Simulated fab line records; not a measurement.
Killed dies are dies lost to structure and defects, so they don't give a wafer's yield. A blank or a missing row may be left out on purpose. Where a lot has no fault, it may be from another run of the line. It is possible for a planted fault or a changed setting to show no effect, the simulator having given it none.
Which tool did it?	flow nandHarc	36 wafers from 12 lots sampled at 6 of the route's 1302 steps

== WHAT THE GAUGES READ, wafer by wafer ==
NHARC_P_GATE_CD_MEAS_46: the cd target is 720 nm.
lot	measured	on	cdNm (nm)
L640	day 6 05:18	cdSem-02	- - -
L643	day 7 09:32	cdSem-03	717.9 716.9 718.2
L651	day 10 22:20	cdSem-03	720.5 718.4 722.3
L652	day 11 15:33	cdSem-03	721.6 720.5 718.2
L653	day 11 16:04	cdSem-02	719.6 721.7 720.9
L655	day 12 14:27	cdSem-02	722.3 720.4 720.5
L656	day 12 23:19	cdSem-03	717.7 717.1 715.3
L657	day 13 12:31	cdSem-03	722.2 721.5 717.8
L658	day 14 00:53	cdSem-03	718.7 719.4 719.8
L659	day 14 17:11	cdSem-03	721.1 717.4 717.7
L660	day 14 20:00	cdSem-03	719.9 718.7 720.0
L661	day 15 03:56	cdSem-02	715.7 715.1 717.2

NHARC_END_SORT_01.
lot	measured	on	killedAtArray	killedAtOther	killedAtPeriphery	killedDies	killedOpen	killedShort
L640	day 25 09:32	prober-02	32 19 25	3 0 0	642 658 652	677 677 677	8 2 6	5 4 1
L643	day 26 00:35	prober-01	43 49 45	0 4 0	4 5 3	47 58 48	3 3 1	1 3 2
L651	day 30 05:26	prober-02	79 75 67	6 0 4	5 5 1	90 80 72	1 2 6	5 5 2
L652	day 30 09:55	prober-01	50 38 46	3 1 2	3 1 6	56 40 54	2 4 0	2 1 2
L653	day 30 17:17	prober-02	55 50 45	0 0 1	1 2 2	56 52 48	3 4 3	3 3 2
L655	day 31 20:24	prober-01	49 57 67	0 0 0	3 6 6	52 63 73	2 7 6	4 1 1
L656	day 32 00:27	prober-02	30 32 37	1 0 0	2 2 0	33 34 37	4 1 4	0 0 2
L657	day 32 05:02	prober-01	88 96 75	0 2 0	5 4 3	93 102 78	4 2 2	1 1 1
L658	day 32 09:05	prober-02	32 37 37	0 2 3	7 4 4	39 43 44	2 4 6	2 4 4
L659	day 33 05:19	prober-02	52 78 48	1 0 1	0 1 6	53 79 55	2 9 2	2 2 1
L660	day 33 03:59	prober-01	45 45 50	2 3 2	4 5 1	51 53 53	2 3 2	5 3 3
L661	day 34 11:44	prober-02	70 73 84	0 1 3	2 3 1	72 77 88	1 3 5	0 5 3

== EACH LOT AND THE TOOL THAT RAN IT (in order: tool; ch and the chambers of the sampled wafers; start) ==
lot	NHARC_P_GATE_ETCH_32	NHARC_P_GATE_STRIP_108	NHARC_P_GATE_EXPOSE_43	NHARC_P_GATE_STRIP_112
L640	rieSi-01 ch 1,3, day 5 17:59	rieDiel-03 ch 1,2, day 5 18:10	krfScanner-02 ch 0, day 6 05:08	plasmaAsher-02 ch 0,1, day 6 07:43
L643	rieSi-03 ch 1,3, day 6 22:05	rieDiel-03 ch 2,3, day 6 22:16	krfScanner-02 ch 0, day 7 09:22	plasmaAsher-02 ch 0,1, day 7 11:41
L651	rieSi-02 ch 0,1, day 10 11:02	rieDiel-03 ch 0,2,3, day 10 11:13	krfScanner-01 ch 0, day 10 22:10	plasmaAsher-01 ch 0,1, day 11 00:40
L652	rieSi-03 ch 1,2,3, day 11 04:08	rieDiel-07 ch 0,2,3, day 11 04:22	krfScanner-02 ch 0, day 11 15:24	plasmaAsher-01 ch 0,1, day 11 17:56
L653	rieSi-03 ch 1,2,3, day 11 04:43	rieDiel-03 ch 0,3, day 11 04:53	krfScanner-03 ch 0, day 11 15:55	plasmaAsher-02 ch 0,1, day 11 18:26
L655	rieSi-02 ch 0,1,2, day 12 03:11	rieDiel-07 ch 0,2, day 12 03:20	krfScanner-02 ch 0, day 12 14:18	plasmaAsher-02 ch 1, day 12 16:53
L656	rieSi-02 ch 0,3, day 12 11:54	rieDiel-11 ch 0,2,3, day 12 12:05	krfScanner-01 ch 0, day 12 23:10	plasmaAsher-01 ch 0,1, day 13 01:34
L657	rieSi-02 ch 0,1,3, day 13 01:11	rieDiel-07 ch 0,1,3, day 13 01:20	krfScanner-03 ch 0, day 13 12:22	plasmaAsher-02 ch 0,1, day 13 14:43
L658	rieSi-01 ch 0,2,3, day 13 11:41	rieDiel-03 ch 0,3, day 13 11:50	krfScanner-03 ch 0, day 14 00:44	plasmaAsher-01 ch 0,1, day 14 03:17
L659	rieSi-02 ch 0,1,2, day 14 05:50	rieDiel-07 ch 0,1, day 14 06:00	krfScanner-02 ch 0, day 14 17:02	plasmaAsher-02 ch 0,1, day 14 19:27
L660	rieSi-03 ch 0,1,2, day 14 08:41	rieDiel-07 ch 0,1,2, day 14 08:52	krfScanner-02 ch 0, day 14 19:50	plasmaAsher-02 ch 0,1, day 14 22:28
L661	rieSi-02 ch 1,3, day 14 16:30	rieDiel-07 ch 0,3, day 14 16:39	krfScanner-03 ch 0, day 15 03:46	plasmaAsher-02 ch 0,1, day 15 06:10
- NHARC_P_GATE_ETCH_32: etches the open film in HBr/Cl2, target depth 150 nm, time 100.1 s.
- NHARC_P_GATE_STRIP_108: strips in O2.
- NHARC_P_GATE_EXPOSE_43: exposes mask P NSD, target cd 720 nm.
- NHARC_P_GATE_STRIP_112: strips in N2/H2, time 200 s.

== WHAT THE TOOLS THEMSELVES READ (means of the sampled wafers that have a number; where no wafer has one, the mark that the record gives instead) ==
NHARC_P_GATE_ETCH_32.
lot	tool	drypumpMotorCurrentA (A)	oesProductAu (a.u.)	throttleValvePct (%)
L640	rieSi-01	5.6	1.008	26.401
L643	rieSi-03	5.5	0.993	26.417
L651	rieSi-02	5.9	1.000	26.411
L652	rieSi-03	5.5	0.990	26.406
L653	rieSi-03	5.5	0.989	26.399
L655	rieSi-02	5.9	0.996	26.405
L656	rieSi-02	6.4	0.988	26.400
L657	rieSi-02	6.0	0.990	26.405
L658	rieSi-01	6.1	0.994	26.403
L659	rieSi-02	5.9	0.995	26.404
L660	rieSi-03	5.6	0.991	26.402
L661	rieSi-02	6.1	1.003	26.406

NHARC_P_GATE_STRIP_108.
lot	tool	drypumpMotorCurrentA (A)	oesProductAu (a.u.)	rfVppV (V)	showerheadPlenumPTorr (Torr)	throttleValvePct (%)
L640	rieDiel-03	5.75	1.004	57.6	3.60	17.033
L643	rieDiel-03	5.89	0.996	58.2	3.68	17.036
L651	rieDiel-03	5.85	1.005	57.9	3.58	17.039
L652	rieDiel-07	6.00	0.986	57.9	3.51	17.036
L653	rieDiel-03	5.92	1.000	58.6	3.61	17.041
L655	rieDiel-07	6.00	0.991	57.5	3.50	17.025
L656	rieDiel-11	5.73	1.004	57.9	3.68	17.036
L657	rieDiel-07	5.98	0.993	58.3	3.44	17.041
L658	rieDiel-03	5.88	1.022	58.0	3.52	17.031
L659	rieDiel-07	5.99	1.006	57.3	3.43	17.028
L660	rieDiel-07	6.21	0.999	57.0	3.50	17.035
L661	rieDiel-07	5.78	1.006	57.1	3.44	17.035

NHARC_P_GATE_STRIP_112.
lot	tool	drypumpMotorCurrentA (A)	heaterPowerW (W)
L640	plasmaAsher-02	6.3	84
L643	plasmaAsher-02	6.3	82
L651	plasmaAsher-01	5.5	83
L652	plasmaAsher-01	5.5	84
L653	plasmaAsher-02	6.2	82
L655	plasmaAsher-02	6.5	89
L656	plasmaAsher-01	5.4	85
L657	plasmaAsher-02	6.2	82
L658	plasmaAsher-01	5.4	84
L659	plasmaAsher-02	6.3	85
L660	plasmaAsher-02	6.3	85
L661	plasmaAsher-02	6.3	85

== THE ANSWER, worked out from the rows above alone ==
Rule: the lots themselves supply what counts as usual. Put in order of their means at a reading, lots are off if they are a third of the lots or fewer, leave a main group of 4 or more, and stand apart from it by a gap of 3 or more times the standard deviation of the main group's means; of several such gaps the widest counts. A main group whose means are all the same, to the digits that the tables above print for the reading, isn't used. Also off: a lot with no number at a reading for which 4 or more lots have one. All remaining lots with rows at the step are treated as sound. After the gauges, taken in route order, come the tools' own readings; for these a lot's mean is taken, as printed above. The first step at which some lot is off is used, and at that step the reading that is off furthest; a lot without a number counts as furthest.
Off: L640 (NHARC_P_GATE_CD_MEAS_46, cdNm). Without a number there: L640. The main group: mean 719.2 nm, standard deviation 1.6.
If a tool, at a process step before that reading, ran all the lots that are off and no sound lot after the first of them, it fits. The gauges at NHARC_P_GATE_CD_MEAS_46 aren't tried: what is off there is off at NHARC_END_SORT_01 too, on other tools, and a gauge's error can't cause that. None of those tried fits.

== WHAT THE SIMULATOR HAD INSERTED ==
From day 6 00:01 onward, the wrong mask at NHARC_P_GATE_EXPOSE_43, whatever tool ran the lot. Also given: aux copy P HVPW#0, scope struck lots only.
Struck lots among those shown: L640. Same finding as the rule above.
